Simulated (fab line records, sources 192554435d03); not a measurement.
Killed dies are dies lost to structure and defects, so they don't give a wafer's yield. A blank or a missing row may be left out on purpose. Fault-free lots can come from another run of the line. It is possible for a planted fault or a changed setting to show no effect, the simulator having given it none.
Chamber matching || flow n5 finfet || 4 sister chambers for N5_GATE_CUT_DESCUM_18 on rie diel-06
The step chemistry O2, time 7 s. 4 wafers are shown with their chamber, then 10 later ones without.

WAFERS WITH THEIR CHAMBER
{"wafer": "L086.3", "chamber": 3, "oes product au (a.u.)": 0.93}
{"wafer": "L090.4", "chamber": 1, "oes product au (a.u.)": 0.68}
{"wafer": "L091.1", "chamber": 0, "oes product au (a.u.)": 0.82}
{"wafer": "L091.2", "chamber": 2, "oes product au (a.u.)": 0.90}

WAFERS MISSING THEIR CHAMBER
{"wafer": "L091.4", "oes product au (a.u.)": 0.91}
{"wafer": "L093.1", "oes product au (a.u.)": 0.81}
{"wafer": "L093.5", "oes product au (a.u.)": 0.68}
{"wafer": "L093.6", "oes product au (a.u.)": 0.89}
{"wafer": "L095.2", "oes product au (a.u.)": 0.81}
{"wafer": "L095.3", "oes product au (a.u.)": 0.88}
{"wafer": "L095.5", "oes product au (a.u.)": 0.90}
{"wafer": "L097.1", "oes product au (a.u.)": 0.88}
{"wafer": "L097.2", "oes product au (a.u.)": 0.67}
{"wafer": "L097.4", "oes product au (a.u.)": 0.90}

THE CHAMBER EACH PASSED THROUGH
{"wafer": "L091.4", "from the rows above": "can't be placed: 2 or 3", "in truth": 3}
{"wafer": "L093.1", "from the rows above": 0, "in truth": 0}
{"wafer": "L093.5", "from the rows above": 1, "in truth": 1}
{"wafer": "L093.6", "from the rows above": 2, "in truth": 2}
{"wafer": "L095.2", "from the rows above": 0, "in truth": 0}
{"wafer": "L095.3", "from the rows above": 2, "in truth": 2}
{"wafer": "L095.5", "from the rows above": 2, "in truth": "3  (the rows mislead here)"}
{"wafer": "L097.1", "from the rows above": 2, "in truth": 2}
{"wafer": "L097.2", "from the rows above": 1, "in truth": 1}
{"wafer": "L097.4", "from the rows above": 2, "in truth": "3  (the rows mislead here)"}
Correct placement for 7 of the 10. Unplaceable from these rows: 1, with the true chamber sitting among the candidates in 1. Placed wrongly: 2.
How it was worked out, from the rows above alone: a wafer's distance from a chamber is the root of the sum, over the readings, of the square of ((its reading less the chamber's mean) divided by the reading's scatter). If the next closest chamber is less than 2 further off than the closest, the wafer can't be placed; otherwise it belongs to the closest. Each chamber's mean is taken over the wafers shown for it. The scatter (one wafer shown for each chamber): square how far every hidden wafer sits from the nearest shown wafer, average those squares and take the square root.
